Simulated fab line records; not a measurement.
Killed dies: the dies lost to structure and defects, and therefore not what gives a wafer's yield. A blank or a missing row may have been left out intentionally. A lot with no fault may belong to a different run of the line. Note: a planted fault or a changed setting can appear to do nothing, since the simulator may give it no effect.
Matching of chambers | flow n5-finfet | 3 sister chambers for N5_BEOL_M1_PRE_CLEAN_60 on cvd-co-01
The step time 15 s. 6 wafers are shown with their chamber, then 12 later ones without.

## EACH WAFER AND ITS CHAMBER
wafer  | chamber | heater-power-w (W)
L085.5 | 1       | 84
L086.2 | 2       | 86
L086.6 | 0       | 73
L089.1 | 0       | 74
L089.2 | 2       | 86
L089.3 | 1       | 82

## WAFERS MISSING THEIR CHAMBER
wafer  | heater-power-w (W)
L089.4 | 81
L089.5 | 77
L089.6 | 86
L092.1 | 75
L092.2 | 86
L092.6 | 86
L093.1 | 77
L093.3 | 82
L093.6 | 81
L095.1 | 75
L095.2 | 87
L095.5 | 77

## EACH ONE'S CHAMBER
wafer  | from the rows above | in truth
L089.4 | 1                   | 1
L089.5 | 0                   | 0
L089.6 | 2                   | 2
L092.1 | 0                   | 0
L092.2 | 2                   | 2
L092.6 | 2                   | 2
L093.1 | 0                   | 0
L093.3 | 1                   | 1
L093.6 | 1                   | 1
L095.1 | 0                   | 0
L095.2 | 2                   | 2
L095.5 | 0                   | 0
Correctly placed: 12 of 12. Number that these rows cannot place: 0. Placed wrongly: 0.
How it was worked out, from the rows above alone: a wafer's distance from a chamber is the root of the sum, over the readings, of the square of ((its reading less the chamber's mean) divided by the reading's scatter). If the next closest chamber is less than 2 further off than the closest, the wafer can't be placed; otherwise it belongs to the closest. Each chamber's mean is taken over the wafers shown for it. The scatter: the root of (the sum of the squares of (reading less its chamber's mean) over the shown wafers, divided by (wafers less chambers)).
